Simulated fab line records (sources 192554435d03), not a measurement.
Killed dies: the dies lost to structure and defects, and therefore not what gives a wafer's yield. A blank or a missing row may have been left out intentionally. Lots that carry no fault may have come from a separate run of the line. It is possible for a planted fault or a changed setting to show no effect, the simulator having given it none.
The tool behind it: which one? :: flow n5 finfet :: Sampling: 8 lots, 24 wafers, 6 of 1938 route steps

WHAT EACH GAUGE READ, for each wafer
N5_STI_FIN_REVEAL_CD_MEAS_22: target cd 6.238 nm, pitch 28 nm.
lot: L375
measured: day 2 14:17
on: cd sem-01
cd nm (nm): 6.14 6.31 6.48

lot: L376
measured: day 2 21:17
on: cd sem-03
cd nm (nm): 6.86 6.49 6.41

lot: L382
measured: day 4 08:15
on: cd sem-03
cd nm (nm): 7.74 7.01 7.66

lot: L383
measured: day 4 14:16
on: cd sem-01
cd nm (nm): 7.19 7.17 7.11

lot: L385
measured: day 5 03:47
on: cd sem-02
cd nm (nm): 6.55 5.86 6.62

lot: L392
measured: day 6 20:25
on: cd sem-03
cd nm (nm): 6.07 5.97 6.70

lot: L396
measured: day 7 19:07
on: cd sem-01
cd nm (nm): 6.75 6.18 5.86

lot: L398
measured: day 8 05:53
on: cd sem-03
cd nm (nm): 6.23 5.74 6.09

N5_BEOL_M4_RC_MEAS_101.
lot: L375
measured: day 7 12:11
on: prober-02
DIBL_N (mV/V): 38.6 34.9 38.5
DIBL_P (mV/V): 39.9 35.0 39.9
IOFF_N (nA/um): 0.204 0.135 0.213
IOFF_N_85C (nA/um): 3.9 2.7 4.1
IOFF_N_LIN (nA/um): 0.091 0.065 0.094
IOFF_N_LONG (nA/um): 5.89e-05 5.89e-05 5.93e-05
IOFF_P (nA/um): 0.24 0.17 0.25
IOFF_P_85C (nA/um): 4.1 3.1 4.3
IOFF_P_LIN (nA/um): 0.109 0.088 0.113
ION_N (uA/um): 683 662 679
ION_P (uA/um): 463 455 466
REXT_N (ohm.um): 74.9 74.9 74.0
SS_N (mV/dec): 73.2 71.3 71.6
SS_P (mV/dec): 74.1 73.5 74.3
VT_N (mV): 247.3 250.8 244.0
VT_N_LONG (mV): 274.5 273.0 274.3
VT_N_LVT (mV): 92 98 93
VT_P (mV): -249 -256 -247
VT_P_LVT (mV): -95.2 -99.1 -94.5

lot: L376
measured: day 8 02:38
on: prober-01
DIBL_N (mV/V): 37.6 37.3 38.0
DIBL_P (mV/V): 39.4 37.8 39.2
IOFF_N (nA/um): 0.203 0.181 0.197
IOFF_N_85C (nA/um): 3.8 3.5 3.7
IOFF_N_LIN (nA/um): 0.091 0.082 0.088
IOFF_N_LONG (nA/um): 5.41e-05 5.43e-05 5.39e-05
IOFF_P (nA/um): 0.29 0.25 0.28
IOFF_P_85C (nA/um): 4.6 4.1 4.6
IOFF_P_LIN (nA/um): 0.127 0.115 0.126
ION_N (uA/um): 694 679 679
ION_P (uA/um): 475 466 470
REXT_N (ohm.um): 76.4 75.9 76.6
SS_N (mV/dec): 71.2 71.3 71.7
SS_P (mV/dec): 74.3 73.5 74.9
VT_N (mV): 245.8 249.1 247.4
VT_N_LONG (mV): 273.7 273.2 274.9
VT_N_LVT (mV): 95 98 95
VT_P (mV): -247 -248 -246
VT_P_LVT (mV): -94.5 -97.6 -94.5

lot: L382
measured: day 9 15:16
on: prober-02
DIBL_N (mV/V): 46.0 44.2 44.5
DIBL_P (mV/V): 46.8 45.7 46.7
IOFF_N (nA/um): 0.509 0.426 0.450
IOFF_N_85C (nA/um): 8.1 7.0 7.3
IOFF_N_LIN (nA/um): 0.222 0.191 0.204
IOFF_N_LONG (nA/um): 7.48e-05 7.44e-05 7.37e-05
IOFF_P (nA/um): 0.51 0.48 0.52
IOFF_P_85C (nA/um): 7.7 7.2 7.8
IOFF_P_LIN (nA/um): 0.232 0.222 0.240
ION_N (uA/um): 748 737 749
ION_P (uA/um): 498 492 506
REXT_N (ohm.um): 66.5 66.4 67.3
SS_N (mV/dec): 73.4 73.5 73.5
SS_P (mV/dec): 76.6 75.6 76.1
VT_N (mV): 232.6 235.1 231.6
VT_N_LONG (mV): 263.4 264.6 265.7
VT_N_LVT (mV): 82 85 83
VT_P (mV): -239 -236 -233
VT_P_LVT (mV): -88.3 -89.4 -88.2

lot: L383
measured: day 9 19:59
on: prober-02
DIBL_N (mV/V): 45.1 42.0 44.4
DIBL_P (mV/V): 48.0 45.4 48.1
IOFF_N (nA/um): 0.511 0.386 0.515
IOFF_N_85C (nA/um): 8.1 6.4 8.2
IOFF_N_LIN (nA/um): 0.222 0.185 0.230
IOFF_N_LONG (nA/um): 7.23e-05 7.33e-05 7.31e-05
IOFF_P (nA/um): 0.46 0.40 0.50
IOFF_P_85C (nA/um): 6.9 6.1 7.6
IOFF_P_LIN (nA/um): 0.202 0.185 0.220
ION_N (uA/um): 734 731 750
ION_P (uA/um): 480 493 493
REXT_N (ohm.um): 68.3 67.8 67.0
SS_N (mV/dec): 73.8 73.6 73.5
SS_P (mV/dec): 76.3 75.5 76.4
VT_N (mV): 230.8 234.4 229.8
VT_N_LONG (mV): 262.0 264.3 263.2
VT_N_LVT (mV): 80 82 79
VT_P (mV): -241 -243 -240
VT_P_LVT (mV): -89.3 -90.2 -87.2

lot: L385
measured: day 10 00:07
on: prober-02
DIBL_N (mV/V): 40.3 36.5 38.9
DIBL_P (mV/V): 41.8 36.5 41.4
IOFF_N (nA/um): 0.264 0.150 0.217
IOFF_N_85C (nA/um): 4.6 2.9 4.0
IOFF_N_LIN (nA/um): 0.112 0.070 0.097
IOFF_N_LONG (nA/um): 5.76e-05 5.88e-05 5.66e-05
IOFF_P (nA/um): 0.28 0.18 0.27
IOFF_P_85C (nA/um): 4.6 3.2 4.5
IOFF_P_LIN (nA/um): 0.118 0.086 0.115
ION_N (uA/um): 698 660 677
ION_P (uA/um): 468 452 467
REXT_N (ohm.um): 76.1 75.9 77.4
SS_N (mV/dec): 72.5 70.7 72.4
SS_P (mV/dec): 74.9 74.0 74.1
VT_N (mV): 243.8 251.1 244.8
VT_N_LONG (mV): 271.5 275.3 274.4
VT_N_LVT (mV): 91 100 94
VT_P (mV): -250 -253 -249
VT_P_LVT (mV): -97.3 -102.8 -95.9

lot: L392
measured: day 12 05:23
on: prober-01
DIBL_N (mV/V): 35.7 33.8 37.9
DIBL_P (mV/V): 36.8 33.9 39.5
IOFF_N (nA/um): 0.139 0.118 0.169
IOFF_N_85C (nA/um): 2.8 2.4 3.3
IOFF_N_LIN (nA/um): 0.069 0.059 0.080
IOFF_N_LONG (nA/um): 5.4e-05 5.47e-05 5.29e-05
IOFF_P (nA/um): 0.22 0.17 0.27
IOFF_P_85C (nA/um): 3.8 3.1 4.5
IOFF_P_LIN (nA/um): 0.105 0.090 0.120
ION_N (uA/um): 681 674 676
ION_P (uA/um): 472 468 471
REXT_N (ohm.um): 77.6 77.8 77.8
SS_N (mV/dec): 71.1 70.9 71.7
SS_P (mV/dec): 73.4 72.4 73.9
VT_N (mV): 252.4 253.6 244.6
VT_N_LONG (mV): 272.6 275.7 277.9
VT_N_LVT (mV): 101 102 98
VT_P (mV): -251 -252 -246
VT_P_LVT (mV): -97.5 -100.4 -95.1

lot: L396
measured: day 13 00:08
on: prober-02
DIBL_N (mV/V): 39.5 36.3 37.7
DIBL_P (mV/V): 39.8 36.0 37.7
IOFF_N (nA/um): 0.233 0.149 0.182
IOFF_N_85C (nA/um): 4.3 2.9 3.5
IOFF_N_LIN (nA/um): 0.103 0.071 0.083
IOFF_N_LONG (nA/um): 5.38e-05 5.23e-05 5.44e-05
IOFF_P (nA/um): 0.28 0.21 0.23
IOFF_P_85C (nA/um): 4.6 3.7 3.9
IOFF_P_LIN (nA/um): 0.123 0.100 0.107
ION_N (uA/um): 712 687 695
ION_P (uA/um): 478 472 476
REXT_N (ohm.um): 75.4 76.1 74.4
SS_N (mV/dec): 71.8 71.4 72.2
SS_P (mV/dec): 74.5 73.2 73.2
VT_N (mV): 244.4 250.9 248.9
VT_N_LONG (mV): 275.7 275.5 277.2
VT_N_LVT (mV): 92 99 98
VT_P (mV): -247 -249 -250
VT_P_LVT (mV): -94.8 -98.0 -97.3

lot: L398
measured: day 14 02:40
on: prober-01
DIBL_N (mV/V): 37.7 38.0 35.4
DIBL_P (mV/V): 38.6 37.2 34.7
IOFF_N (nA/um): 0.167 0.171 0.135
IOFF_N_85C (nA/um): 3.3 3.3 2.7
IOFF_N_LIN (nA/um): 0.078 0.078 0.064
IOFF_N_LONG (nA/um): 5.66e-05 5.86e-05 5.79e-05
IOFF_P (nA/um): 0.25 0.22 0.18
IOFF_P_85C (nA/um): 4.2 3.8 3.2
IOFF_P_LIN (nA/um): 0.117 0.104 0.092
ION_N (uA/um): 676 680 667
ION_P (uA/um): 467 469 455
REXT_N (ohm.um): 74.2 74.6 74.3
SS_N (mV/dec): 71.3 71.0 71.3
SS_P (mV/dec): 73.1 72.6 72.9
VT_N (mV): 249.5 249.2 252.4
VT_N_LONG (mV): 275.0 276.1 274.7
VT_N_LVT (mV): 97 98 102
VT_P (mV): -246 -248 -251
VT_P_LVT (mV): -95.1 -97.7 -99.8

WHAT TOOL EACH LOT RAN ON (gives the tool, then ch and the chambers of the sampled wafers, and finally the start)
lot: L375
N5_FIN_CUT_CUT_ETCH_28: rie si-06 ch 1,3, day 2 05:18
N5_FIN_CUT_STRIP_22: rie diel-04 ch 1,2, day 2 05:22
N5_STI_FIN_REVEAL_ALD_14: ald sin-02 ch 0,3, day 2 05:37
N5_STI_FIN_REVEAL_OXIDATION_33: plasma asher-02 ch 0, day 2 14:07

lot: L376
N5_FIN_CUT_CUT_ETCH_28: rie si-02 ch 1,2,3, day 2 11:40
N5_FIN_CUT_STRIP_22: rie diel-04 ch 0,2,3, day 2 11:43
N5_STI_FIN_REVEAL_ALD_14: ald sin-03 ch 1,2,3, day 2 12:45
N5_STI_FIN_REVEAL_OXIDATION_33: plasma asher-02 ch 0,1, day 2 21:08

lot: L382
N5_FIN_CUT_CUT_ETCH_28: rie si-03 ch 0,1,3, day 3 22:08
N5_FIN_CUT_STRIP_22: rie diel-05 ch 1,2, day 3 22:12
N5_STI_FIN_REVEAL_ALD_14: ald sin-04 ch 1,2, day 3 22:27
N5_STI_FIN_REVEAL_OXIDATION_33: plasma asher-02 ch 0,1, day 4 08:02

lot: L383
N5_FIN_CUT_CUT_ETCH_28: rie si-02 ch 2,3, day 4 04:59
N5_FIN_CUT_STRIP_22: rie diel-03 ch 1,2,3, day 4 05:02
N5_STI_FIN_REVEAL_ALD_14: ald sin-04 ch 2,3, day 4 05:20
N5_STI_FIN_REVEAL_OXIDATION_33: plasma asher-02 ch 0,1, day 4 14:06

lot: L385
N5_FIN_CUT_CUT_ETCH_28: rie si-02 ch 0,1,3, day 4 18:55
N5_FIN_CUT_STRIP_22: rie diel-03 ch 0,1,3, day 4 18:59
N5_STI_FIN_REVEAL_ALD_14: ald sin-02 ch 0,2,3, day 4 19:14
N5_STI_FIN_REVEAL_OXIDATION_33: plasma asher-02 ch 0,1, day 5 03:37

lot: L392
N5_FIN_CUT_CUT_ETCH_28: rie si-02 ch 1,3, day 6 09:45
N5_FIN_CUT_STRIP_22: rie diel-03 ch 0,1,3, day 6 09:49
N5_STI_FIN_REVEAL_ALD_14: ald sin-04 ch 0,1,2, day 6 11:55
N5_STI_FIN_REVEAL_OXIDATION_33: plasma asher-02 ch 0,1, day 6 20:16

lot: L396
N5_FIN_CUT_CUT_ETCH_28: rie si-06 ch 1,2,3, day 7 09:53
N5_FIN_CUT_STRIP_22: rie diel-03 ch 0,2,3, day 7 09:59
N5_STI_FIN_REVEAL_ALD_14: ald sin-02 ch 0,1,3, day 7 10:14
N5_STI_FIN_REVEAL_OXIDATION_33: plasma asher-02 ch 0,1, day 7 18:57

lot: L398
N5_FIN_CUT_CUT_ETCH_28: rie si-06 ch 1,3, day 7 20:53
N5_FIN_CUT_STRIP_22: rie diel-04 ch 2,3, day 7 20:57
N5_STI_FIN_REVEAL_ALD_14: ald sin-03 ch 0,1,2, day 7 21:13
N5_STI_FIN_REVEAL_OXIDATION_33: plasma asher-02 ch 0,1, day 8 05:44
- N5_FIN_CUT_CUT_ETCH_28: etches Si in HBr/Cl2/O2, target depth 6 nm, time 2.4 s.
- N5_FIN_CUT_STRIP_22: strips in N2/H2.
- N5_STI_FIN_REVEAL_ALD_14: deposits Si3N4, target thk 3 nm.
- N5_STI_FIN_REVEAL_OXIDATION_33: chemistry O2 PLASMA REMOTE, time 20 s.

WHAT THE TOOLS THEMSELVES READ (means of the sampled wafers that have a number; where no wafer has one, the mark that the record gives instead)
N5_FIN_CUT_CUT_ETCH_28.
lot: L375
tool: rie si-06
drypump motor current A (A): 5.9
oes product au (a.u.): 1.011
throttle valve pct (%): 37.26

lot: L376
tool: rie si-02
drypump motor current A (A): 5.6
oes product au (a.u.): 0.992
throttle valve pct (%): 37.34

lot: L382
tool: rie si-03
drypump motor current A (A): 5.8
oes product au (a.u.): 1.003
throttle valve pct (%): 37.00

lot: L383
tool: rie si-02
drypump motor current A (A): 5.3
oes product au (a.u.): 0.997
throttle valve pct (%): 37.27

lot: L385
tool: rie si-02
drypump motor current A (A): 5.7
oes product au (a.u.): 0.985
throttle valve pct (%): 37.17

lot: L392
tool: rie si-02
drypump motor current A (A): 5.9
oes product au (a.u.): 0.988
throttle valve pct (%): 37.40

lot: L396
tool: rie si-06
drypump motor current A (A): 5.9
oes product au (a.u.): 1.006
throttle valve pct (%): 37.42

lot: L398
tool: rie si-06
drypump motor current A (A): 5.9
oes product au (a.u.): 1.010
throttle valve pct (%): 37.31

N5_FIN_CUT_STRIP_22.
lot: L375
tool: rie diel-04
drypump motor current A (A): 5.77
oes product au (a.u.): 0.78
rf vpp V (V): 54.2
showerhead plenum p Torr (Torr): 3.23
throttle valve pct (%): 18.7

lot: L376
tool: rie diel-04
drypump motor current A (A): 5.80
oes product au (a.u.): 0.75
rf vpp V (V): 52.1
showerhead plenum p Torr (Torr): 3.26
throttle valve pct (%): 18.9

lot: L382
tool: rie diel-05
drypump motor current A (A): 5.72
oes product au (a.u.): 0.79
rf vpp V (V): 52.2
showerhead plenum p Torr (Torr): 3.41
throttle valve pct (%): 19.1

lot: L383
tool: rie diel-03
drypump motor current A (A): 5.67
oes product au (a.u.): 0.76
rf vpp V (V): 53.7
showerhead plenum p Torr (Torr): 3.31
throttle valve pct (%): 19.3

lot: L385
tool: rie diel-03
drypump motor current A (A): 5.89
oes product au (a.u.): 0.74
rf vpp V (V): 54.9
showerhead plenum p Torr (Torr): 3.26
throttle valve pct (%): 19.3

lot: L392
tool: rie diel-03
drypump motor current A (A): 5.89
oes product au (a.u.): 0.74
rf vpp V (V): 53.6
showerhead plenum p Torr (Torr): 3.25
throttle valve pct (%): 19.4

lot: L396
tool: rie diel-03
drypump motor current A (A): 5.94
oes product au (a.u.): 0.73
rf vpp V (V): 52.7
showerhead plenum p Torr (Torr): 3.33
throttle valve pct (%): 19.2

lot: L398
tool: rie diel-04
drypump motor current A (A): 6.05
oes product au (a.u.): 0.73
rf vpp V (V): 55.4
showerhead plenum p Torr (Torr): 3.30
throttle valve pct (%): 19.0

N5_STI_FIN_REVEAL_ALD_14.
lot: L375
tool: ald sin-02
heater power w (W): 879

lot: L376
tool: ald sin-03
heater power w (W): 1026

lot: L382
tool: ald sin-04
heater power w (W): 714

lot: L383
tool: ald sin-04
heater power w (W): 740

lot: L385
tool: ald sin-02
heater power w (W): 838

lot: L392
tool: ald sin-04
heater power w (W): 746

lot: L396
tool: ald sin-02
heater power w (W): 886

lot: L398
tool: ald sin-03
heater power w (W): 925

N5_STI_FIN_REVEAL_OXIDATION_33.
lot: L375
tool: plasma asher-02
chamber pressure mTorr (mTorr): 1000.1
drypump motor current A (A): 5.8
heater power w (W): 167

lot: L376
tool: plasma asher-02
chamber pressure mTorr (mTorr): 999.9
drypump motor current A (A): 5.9
heater power w (W): 146

lot: L382
tool: plasma asher-02
chamber pressure mTorr (mTorr): -
drypump motor current A (A): -
heater power w (W): -

lot: L383
tool: plasma asher-02
chamber pressure mTorr (mTorr): -
drypump motor current A (A): -
heater power w (W): -

lot: L385
tool: plasma asher-02
chamber pressure mTorr (mTorr): 1000.4
drypump motor current A (A): 5.9
heater power w (W): 144

lot: L392
tool: plasma asher-02
chamber pressure mTorr (mTorr): 999.6
drypump motor current A (A): 5.9
heater power w (W): 146

lot: L396
tool: plasma asher-02
chamber pressure mTorr (mTorr): 1000.2
drypump motor current A (A): 5.9
heater power w (W): 147

lot: L398
tool: plasma asher-02
chamber pressure mTorr (mTorr): 999.3
drypump motor current A (A): 5.9
heater power w (W): 149

THE ANSWER, worked out from the rows above alone
Rule: usual is defined by the lots themselves. Put in order of their means at a reading, lots are off if they are a third of the lots or fewer, leave a main group of 4 or more, and stand apart from it by a gap of 3 or more times the standard deviation of the main group's means; of several such gaps the widest counts. The tables above print the reading to a certain number of digits; a main group whose means all agree to those digits is not used. Also off: a lot with no number at a reading for which 4 or more lots have one. Where the step has rows for the other lots, those lots are counted as sound. First the gauges in route order, then the tools' own readings, where a lot's mean is used as printed above. The first step at which some lot is off is used, and at that step the reading that is off furthest; a lot without a number counts as furthest.
Off: L382, L383, at N5_STI_FIN_REVEAL_CD_MEAS_22 (cd nm). Mean 6.29 nm and standard deviation 0.17 in the main group.
A tool fits if, at a process step before that reading, it ran every lot that is off, and no sound lot after the first of them. The gauges at N5_STI_FIN_REVEAL_CD_MEAS_22 aren't tried: what is off there is off at N5_BEOL_M4_RC_MEAS_101 too, on other tools, and a gauge's error can't cause that. Not one of the candidates tried fits.

WHAT HAD BEEN PUT IN BY THE SIMULATOR
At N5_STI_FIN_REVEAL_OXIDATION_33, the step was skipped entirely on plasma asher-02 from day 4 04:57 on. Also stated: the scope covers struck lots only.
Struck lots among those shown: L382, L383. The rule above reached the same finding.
